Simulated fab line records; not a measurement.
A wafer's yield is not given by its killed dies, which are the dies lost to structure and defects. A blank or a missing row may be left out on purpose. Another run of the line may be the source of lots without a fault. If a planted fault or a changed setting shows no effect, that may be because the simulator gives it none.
2 desks, one fault -- flow n5 finfet -- what lay behind the numbers comes last; until then each desk has only its own

== THE METROLOGY DESK ==
Lot by lot, what the gauges showed, no matter which tool ran the lot: averages of those sampled wafers that carry a number. Marked OUT: a lot whose mean sits more than 4 standard deviations from the usual mean, which makes it out of limits; the brackets give that distance. Only the readings that lie furthest out on some lot appear, 7 of the 10 it has.
Columns: A = IOFF_N at N5_BEOL_M4_RC_MEAS_101, usual 0.16 nA/um; B = IOFF_P at N5_BEOL_M4_RC_MEAS_101, usual 0.21 nA/um; C = ION_N at N5_BEOL_M4_RC_MEAS_101, usual 672 uA/um; D = ION_P at N5_BEOL_M4_RC_MEAS_101, usual 461 uA/um; E = SS_P at N5_BEOL_M4_RC_MEAS_101, usual 73.2 mV/dec; F = VT_N at N5_BEOL_M4_RC_MEAS_101, usual 250 mV; G = VT_P at N5_BEOL_M4_RC_MEAS_101, usual -251 mV
lot,first seen here,A,B,C,D,E,F,G
L472,day 10 19:14,0.12,0.17,663,460,72.2,253,-252
L473,day 10 20:10,0.21,0.27,688,474,73.9,244,-246
L471,day 10 20:44,0.17,0.21,666,459,73.6,252,-251
L485,day 14 10:11,0.16,0.21,662,455,73.2,251,-250
L489,day 15 05:15,0.20,0.25,691,473,74.0,245,-248
This desk's verdict: no lot among the 5 shows anything out of limits.

== AT THE TOOL OWNER'S DESK: rie diel-02 ==
The tool's own readings at N5_BEOL_M1_VIA_ETCH_34 (etches the open film in C4F6/O2, target depth 67.8 nm, time 64.4 s): means of the sampled wafers that have a number, for each lot that ran on this tool. Marked OUT: a lot whose mean sits more than 4 standard deviations from the usual mean, which makes it out of limits; the brackets give that distance. Of its 8 readings 7 are shown: the one that was out of limits first, and those that lie furthest out on some lot.
Columns: A = drypump motor current A at N5_BEOL_M1_VIA_ETCH_34, usual 5.95 A; B = oes_o_777_au at N5_BEOL_M1_VIA_ETCH_34, usual 0.82 a.u.; C = oes product au at N5_BEOL_M1_VIA_ETCH_34, usual 0.83 a.u.; D = rf fwd power W at N5_BEOL_M1_VIA_ETCH_34, usual 346.9 W; E = run length s at N5_BEOL_M1_VIA_ETCH_34, usual 87.5 s; F = showerhead plenum p Torr at N5_BEOL_M1_VIA_ETCH_34, usual 2.91 Torr; G = throttle valve pct at N5_BEOL_M1_VIA_ETCH_34, usual 30.84 %
lot,first seen here,A,B,C,D,E,F,G
L472,day 7 17:28,5.97,0.79,0.79,347.0,89.0,2.91,30.76
L471,day 7 22:14,5.79,0.77,0.80,347.5,88.7,2.89,30.86
L473,day 7 23:36,5.81,0.71,0.72,346.5,91.6 (+11) OUT,2.87,30.84
L485,day 10 22:48,5.82,0.82,0.83,347.3,87.8,2.94,30.92
This desk's verdict: out of limits on L473, starting with L473 at day 7 23:36 (run length s at N5_BEOL_M1_VIA_ETCH_34). Within limits: L472, L471, L485.

== TAKEN TOGETHER ==
The tool owner's desk had the chance to raise an alarm at day 7 23:36 on L473.
At the metrology desk, nothing out of limits was observed.
The metrology desk holds a record of L473, inside its limits.
Every lot named ran N5_BEOL_M1_VIA_ETCH_34 on rie diel-02.

== WHAT HAD BEEN PUT IN BY THE SIMULATOR ==
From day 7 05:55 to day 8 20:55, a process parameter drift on rie diel-02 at N5_BEOL_M1_VIA_ETCH_34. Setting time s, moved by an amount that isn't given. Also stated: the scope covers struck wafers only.
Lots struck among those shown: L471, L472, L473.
Time in hours from fault onset to the first out-of-limits reading at each desk: the tool owner's desk, 18.
